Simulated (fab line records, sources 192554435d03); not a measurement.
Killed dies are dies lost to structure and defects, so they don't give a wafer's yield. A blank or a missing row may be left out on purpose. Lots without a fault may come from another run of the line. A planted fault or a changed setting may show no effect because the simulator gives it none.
One fault seen from 2 desks | flow n5_finfet | each desk has only its own numbers; what lay behind them comes last

THE TOOL OWNER'S DESK: pecvd-01
The tool's own readings at N5_BEOL_M2_PECVD_72 (deposits SiO2 from TEOS/O2, target thk 16 nm, time 18 s): means of the sampled wafers that have a number, for each lot that ran on this tool. A lot is out of limits, marked OUT, if its mean lies more than 4 standard deviations from the usual mean; the brackets give that distance.
Columns: A = heater_power_w at N5_BEOL_M2_PECVD_72, usual 675 W; B = rf_fwd_power_W at N5_BEOL_M2_PECVD_72, usual 444.9 W; C = showerhead_plenum_p_Torr at N5_BEOL_M2_PECVD_72, usual 8.78 Torr; D = susceptor_temp_C at N5_BEOL_M2_PECVD_72, usual 399.99 C; E = throttle_valve_pct at N5_BEOL_M2_PECVD_72, usual 22.5 %
lot  | first seen here | A   | B     | C    | D                 | E
L441 | day 7 05:54     | 625 | 446.6 | 8.84 | 399.89            | 23.9
L443 | day 7 13:58     | 637 | 446.7 | 8.84 | 399.85            | 22.5
L447 | day 8 16:23     | 610 | 445.7 | 8.79 | 399.80            | 21.6
L453 | day 10 05:55    | 620 | 446.7 | 8.80 | 397.98 (-9.1) OUT | 21.6
L454 | day 10 12:35    | 649 | 445.7 | 8.78 | 395.78 (-19) OUT  | 20.2
This desk's finding: out of limits on L453, L454; first on L453, day 10 05:55 (susceptor_temp_C at N5_BEOL_M2_PECVD_72). In limits: L441, L443, L447.

THE METROLOGY DESK
What the gauges read, lot by lot, whatever tool the lot ran on: means of the sampled wafers that have a number. A lot is out of limits, marked OUT, if its mean lies more than 4 standard deviations from the usual mean; the brackets give that distance. Of its 11 readings 7 are shown: those that lie furthest out on some lot.
Columns: A = M2_ILD_THK at N5_BEOL_M2_THK_MEAS_01, usual 79.0 nm; B = DIBL_N at N5_BEOL_M4_RC_MEAS_101, usual 37.5 mV/V; C = DIBL_P at N5_BEOL_M4_RC_MEAS_101, usual 38 mV/V; D = IOFF_N at N5_BEOL_M4_RC_MEAS_101, usual 0.19 nA/um; E = SS_N at N5_BEOL_M4_RC_MEAS_101, usual 72.0 mV/dec; F = SS_P at N5_BEOL_M4_RC_MEAS_101, usual 73.7 mV/dec; G = VT_N at N5_BEOL_M4_RC_MEAS_101, usual 248 mV
lot  | first seen here | A    | B    | C  | D    | E    | F    | G
L440 | day 7 01:02     | 80.7 | 36.5 | 39 | 0.16 | 71.5 | 73.8 | 251
L441 | day 7 05:52     | 80.1 | 35.4 | 36 | 0.15 | 71.4 | 72.7 | 252
L443 | day 7 13:56     | 79.2 | 32.7 | 32 | 0.11 | 70.2 | 72.1 | 254
L444 | day 8 03:06     | 79.1 | 37.3 | 39 | 0.20 | 72.0 | 74.2 | 249
L447 | day 8 16:20     | 78.6 | 39.3 | 38 | 0.20 | 72.2 | 73.9 | 248
L453 | day 10 05:53    | 78.5 | 39.6 | 43 | 0.26 | 72.2 | 74.8 | 244
L454 | day 10 12:33    | 78.6 | 36.9 | 38 | 0.16 | 72.0 | 73.8 | 251
L458 | day 11 15:22    | 79.4 | 39.7 | 37 | 0.20 | 72.5 | 73.7 | 249
L460 | day 12 05:57    | 78.6 | 36.6 | 38 | 0.17 | 72.0 | 73.9 | 251
L461 | day 12 17:34    | 78.6 | 36.3 | 38 | 0.17 | 72.5 | 73.6 | 250
This desk's finding: nothing out of limits on any of the 10 lots.

PUT TOGETHER
The tool owner's desk could have raised an alarm at day 10 05:55, on L453, L454.
The metrology desk saw nothing out of limits.
The metrology desk has L453, L454 on record, within its limits.
Of the lots named, all ran N5_BEOL_M2_PECVD_72 on pecvd-01.

WHAT THE SIMULATOR HAD PUT IN
Process parameter drift: pecvd-01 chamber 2, from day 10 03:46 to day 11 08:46, at N5_BEOL_M2_PECVD_72. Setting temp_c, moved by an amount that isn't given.
Lots struck among those shown: L453, L454.
Hours from the fault's start to each desk's first reading out of limits: the tool owner's desk, 2.
